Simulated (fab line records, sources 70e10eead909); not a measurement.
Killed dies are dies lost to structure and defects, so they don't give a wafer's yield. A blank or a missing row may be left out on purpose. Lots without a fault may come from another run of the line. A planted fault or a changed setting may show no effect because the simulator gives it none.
Problem report in the 8D (eight disciplines) form, filled by code | flow nand_harc | the parts of the form that need people (team, actions taken, sign-off) are left out

1. THE PROBLEM
VT_DECK1_TOP at NHARC_END_WLT_00 reads a mean of 6.007 on 9 wafers of 3 lots; wafers without a fault read 0.892 with a standard deviation of 0.0067. That is +99 or more standard deviations from the usual mean.
First seen on wafer L735.1, day 29 08:58, on prober-02. The record holds 33 wafers of 11 lots with a number at this step. Rule for "out", or "out of limits": more than 4 standard deviations from the usual mean. The other wafers with a number count as sound.

2. WHAT IT IS AND WHAT IT IS NOT
question                    | is                                                                                                                                                                                                                                                                                                                                                                 | is not
which readings at this step | VT_DECK1_TOP, VT_DECK1_BOTTOM, VT_DECK1_BOTTOM_INNER, VT_DECK1_MEDIAN_NEAR_BOTTOM, VT_DECK1_MEDIAN_NEAR_BOTTOM_INNER, VT_DECK1_MIDDLE, VT_DECK1_MIDDLE_INNER, VT_DECK1_TOP_INNER, VT_DECK2_BOTTOM, VT_DECK2_BOTTOM_INNER, VT_DECK2_MEDIAN_NEAR_BOTTOM, VT_DECK2_MEDIAN_NEAR_BOTTOM_INNER, VT_DECK2_MIDDLE, VT_DECK2_MIDDLE_INNER, VT_DECK2_TOP, VT_DECK2_TOP_INNER | -
which lots                  | L735, L736, L737                                                                                                                                                                                                                                                                                                                                                   | L725, L726, L728, L730, L741, L743, L745, L746
which wafers of those lots  | all that have a number                                                                                                                                                                                                                                                                                                                                             | -
read on which gauges        | prober-01, prober-02                                                                                                                                                                                                                                                                                                                                               | -
when                        | from day 29 08:58                                                                                                                                                                                                                                                                                                                                                  | up to then (12 sound wafers); but 12 sound wafers of L741, L743, L745, L746 came after

3. SUSPECTS, AND WHAT RULES EACH OUT
Counting: a tool at a process step up to the reading stays a suspect if it ran every lot that is out and no sound lot after the first of them.
- the gauge at NHARC_END_WLT_00: ruled out. The wafers that are out were read on 2 gauges (prober-01, prober-02).
- ald_hk-02 at NHARC_A_CHANNEL_FILL_D2_ALD_02 (deposits SiO2, target thk 6 nm, pulse time 10 s, ald cycles 60): ruled out as a lasting fault. Sound lots L743 ran on it after its first lot that is out, L735 (day 18 19:28).
Left after counting: nothing in the record.

4. THE CAUSE (what the simulator had put in)
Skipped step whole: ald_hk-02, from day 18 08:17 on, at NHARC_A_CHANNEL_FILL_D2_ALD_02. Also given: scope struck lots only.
Counting ruled it out, wrongly: the rule takes a fault to strike every lot that its tool runs from its start on, and this one did not.

5. THE CHAIN OF EFFECTS, in route order
Each row: a reading whose mean over the struck wafers that have a number lies more than 3 standard deviations from the usual. Only readings for which the record gives a usual standard deviation are gone through. hours: the time from each lot's start at the first step in this table that gives one to its start at this step, as a median over the lots. sigmas: the change in usual standard deviations.
hours | step             | reading                           | usual | on struck wafers | change | sigmas
0     | NHARC_END_WLT_00 | VT_DECK1_BOTTOM                   | 0.869 | 6.011            | +5.142 | +99 or more
0     | NHARC_END_WLT_00 | VT_DECK1_BOTTOM_INNER             | 0.871 | 6.005            | +5.134 | +99 or more
0     | NHARC_END_WLT_00 | VT_DECK1_MEDIAN_NEAR_BOTTOM       | 0.871 | 6.005            | +5.134 | +99 or more
0     | NHARC_END_WLT_00 | VT_DECK1_MEDIAN_NEAR_BOTTOM_INNER | 0.871 | 5.994            | +5.123 | +99 or more
0     | NHARC_END_WLT_00 | VT_DECK1_MIDDLE                   | 0.882 | 6.009            | +5.127 | +99 or more
0     | NHARC_END_WLT_00 | VT_DECK1_MIDDLE_INNER             | 0.882 | 6.011            | +5.129 | +99 or more
0     | NHARC_END_WLT_00 | VT_DECK1_TOP                      | 0.892 | 6.007            | +5.115 | +99 or more
0     | NHARC_END_WLT_00 | VT_DECK1_TOP_INNER                | 0.893 | 5.999            | +5.106 | +99 or more
0     | NHARC_END_WLT_00 | VT_DECK2_BOTTOM                   | 0.871 | 6.010            | +5.139 | +99 or more
0     | NHARC_END_WLT_00 | VT_DECK2_BOTTOM_INNER             | 0.871 | 6.003            | +5.132 | +99 or more
0     | NHARC_END_WLT_00 | VT_DECK2_MEDIAN_NEAR_BOTTOM       | 0.871 | 6.004            | +5.133 | +99 or more
0     | NHARC_END_WLT_00 | VT_DECK2_MEDIAN_NEAR_BOTTOM_INNER | 0.873 | 6.008            | +5.135 | +99 or more
0     | NHARC_END_WLT_00 | VT_DECK2_MIDDLE                   | 0.884 | 6.012            | +5.128 | +99 or more
0     | NHARC_END_WLT_00 | VT_DECK2_MIDDLE_INNER             | 0.884 | 6.002            | +5.118 | +99 or more
0     | NHARC_END_WLT_00 | VT_DECK2_TOP                      | 0.896 | 5.983            | +5.087 | +99 or more
0     | NHARC_END_WLT_00 | VT_DECK2_TOP_INNER                | 0.896 | 5.999            | +5.103 | +99 or more
Readings that are blank on the struck wafers while sound wafers have them: heater_power_outer_w at NHARC_A_CHANNEL_FILL_D2_ALD_02; heater_power_w at NHARC_A_CHANNEL_FILL_D2_ALD_02; precursor_pulse_height_rel at NHARC_A_CHANNEL_FILL_D2_ALD_02.

6. WHAT WOULD HAVE CAUGHT IT SOONER
In this record the first reading out of limits at a measuring or inspecting step was taken at day 29 08:58, 265 hours after the fault began at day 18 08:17.
At NHARC_A_CHANNEL_FILL_D2_ALD_02 the tool's readings are blank on the struck wafers, where sound wafers have them: an empty tool record is the first sign, and it was there at once.
